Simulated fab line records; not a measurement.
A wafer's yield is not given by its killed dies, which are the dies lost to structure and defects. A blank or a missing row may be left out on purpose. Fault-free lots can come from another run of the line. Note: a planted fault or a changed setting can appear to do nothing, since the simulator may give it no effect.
Which tool is to blame?	flow nand-harc	41 wafers from 14 lots sampled at 4 of the route's 1159 steps

## WHAT THE GAUGES READ, wafer by wafer
NHARC_P_BONDPAD_INSPECT_23.
lot	measured	on	raw-defect-count
L690	day 6 07:01	defect-inspect-02	279 433 257
L691	day 6 20:41	defect-inspect-01	196 232 441
L692	day 6 21:05	defect-inspect-02	233 289 310
L693	day 6 22:13	defect-inspect-01	498 383 339
L694	day 7 08:15	defect-inspect-02	329 254 264
L697	day 8 03:19	defect-inspect-01	435 568 375
L701	day 9 13:38	defect-inspect-02	489 331 319
L700	day 9 18:31	defect-inspect-02	297 342 276
L704	day 9 19:19	defect-inspect-02	231 303 229
L702	day 9 20:44	defect-inspect-02	216 224
L708	day 10 22:10	defect-inspect-01	482 437 456
L711	day 11 20:17	defect-inspect-02	228 211 250
L710	day 11 21:05	defect-inspect-01	445 217 205
L712	day 11 23:52	defect-inspect-02	310 246 424

NHARC_A_ONON_D1_THK_MEAS_18: measures by ellipsometry.
lot	measured	on	thk-nm (nm)
L690	day 7 18:49	film-metro-02	989 988 989
L691	day 8 07:41	film-metro-02	986 985 986
L692	day 8 07:41	film-metro-02	996 993 993
L693	day 8 07:42	film-metro-02	1008 1009 1009
L694	day 8 17:35	film-metro-02	1008 1007 1009
L697	day 9 11:05	film-metro-02	993 993 993
L701	day 11 03:24	film-metro-02	1005 1785 1782 1006 1786 1783
L700	day 11 03:14	film-metro-01	1019 1021 1023
L704	day 11 03:35	film-metro-02	993 995 994
L702	day 11 03:45	film-metro-02	1757 1755 1757 1758
L708	day 12 07:04	film-metro-01	996 998 996
L711	day 13 06:08	film-metro-02	1001 1003 1001
L710	day 13 06:29	film-metro-01	995 997 996
L712	day 13 06:08	film-metro-01	1019 1017 1017

NHARC_A_CHANNEL_HOLE_D1_CD_MEAS_10: the cd target is 100 nm.
lot	measured	on	cd-nm (nm)
L690	day 8 02:06	cd-sem-02	99.4 99.9 100.2
L691	day 8 15:34	cd-sem-01	99.0 101.1 99.8
L692	day 8 16:57	cd-sem-03	100.4 101.4 100.3
L693	day 8 17:22	cd-sem-02	100.6 100.6 100.7
L694	day 9 01:20	cd-sem-03	101.0 99.3 100.7
L697	day 9 16:34	cd-sem-02	100.7 100.3 100.0
L701	day 11 15:46	cd-sem-02	99.1
L700	day 11 09:40	cd-sem-01	99.1 99.0 99.6
L704	day 11 11:34	cd-sem-03	99.5 100.1 100.2
L708	day 12 13:14	cd-sem-01	100.1 100.6 99.8
L711	day 13 12:11	cd-sem-02	100.1 99.2 99.7
L710	day 13 16:12	cd-sem-02	101.4 100.0 101.3
L712	day 13 13:24	cd-sem-03	101.0 101.7 100.8

## WHAT TOOL EACH LOT RAN ON (gives the tool, then ch and the chambers of the sampled wafers, and finally the start)
lot	NHARC_A_ONON_D1_DEP_16
L690	pecvd-onon-04 ch 0, day 7 18:18
L691	pecvd-onon-03 ch 0, day 8 07:11
L692	pecvd-onon-02 ch 0, day 8 07:14
L693	pecvd-onon-04 ch 0, day 8 07:19
L694	pecvd-onon-02 ch 0, day 8 17:08
L697	pecvd-onon-02 ch 0, day 9 10:38
L701	pecvd-onon-02 ch 0, day 11 02:53
L700	pecvd-onon-03 ch 0, day 11 02:47
L704	pecvd-onon-03 ch 0, day 11 03:05
L702	pecvd-onon-02 ch 0, day 11 03:21
L708	pecvd-onon-04 ch 0, day 12 06:37
L711	pecvd-onon-03 ch 0, day 13 05:41
L710	pecvd-onon-03 ch 0, day 13 05:58
L712	pecvd-onon-04 ch 0, day 13 05:37
- NHARC_A_ONON_D1_DEP_16: target thk 1000 nm.

## WHAT THE TOOLS THEMSELVES READ (means of the sampled wafers that have a number; where no wafer has one, the mark that the record gives instead)
NHARC_A_ONON_D1_DEP_16.
lot	tool	n2o-flow-sccm (sccm)
L690	pecvd-onon-04	1998
L691	pecvd-onon-03	2008
L692	pecvd-onon-02	2005
L693	pecvd-onon-04	2005
L694	pecvd-onon-02	2003
L697	pecvd-onon-02	2001
L701	pecvd-onon-02	2002
L700	pecvd-onon-03	2002
L704	pecvd-onon-03	1990
L702	pecvd-onon-02	2003
L708	pecvd-onon-04	1998
L711	pecvd-onon-03	2002
L710	pecvd-onon-03	2005
L712	pecvd-onon-04	2000

## THE ANSWER, worked out from the rows above alone
Rule: usual is defined by the lots themselves. The widest of any qualifying gaps counts: lots, ordered by their means at a reading, are off when they make up no more than a third of the lots, leave a main group of 4 or more, and stand apart from it by 3 or more times the standard deviation of that group's means. The tables above print the reading to a certain number of digits; a main group whose means all agree to those digits is not used. A lot without any number at a reading at which 4 lots or more have one is off too. The other lots that the step has rows for count as sound. The gauges are gone through in route order, then the tools' own readings, and for those a lot's mean is taken as printed above. The first step at which some lot is off is used, and at that step the reading that is off furthest; a lot without a number counts as furthest.
Off, at NHARC_A_ONON_D1_THK_MEAS_18 on thk-nm: L701, L702. The main group has a mean of 1000 nm with a standard deviation of 11.
A tool fits if, at a process step before that reading, it ran every lot that is off, and no sound lot after the first of them. Gauges at NHARC_A_ONON_D1_THK_MEAS_18: tried the same way as those tools. One fits: pecvd-onon-02 at NHARC_A_ONON_D1_DEP_16. A fault onset in the window from L697 (day 9 10:38, its last sound lot) to L701 (day 11 02:53, its first lot off) fits.

## WHAT THE SIMULATOR HAD INSERTED
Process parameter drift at NHARC_A_ONON_D1_DEP_16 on pecvd-onon-02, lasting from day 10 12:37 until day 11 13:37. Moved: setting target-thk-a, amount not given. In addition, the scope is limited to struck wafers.
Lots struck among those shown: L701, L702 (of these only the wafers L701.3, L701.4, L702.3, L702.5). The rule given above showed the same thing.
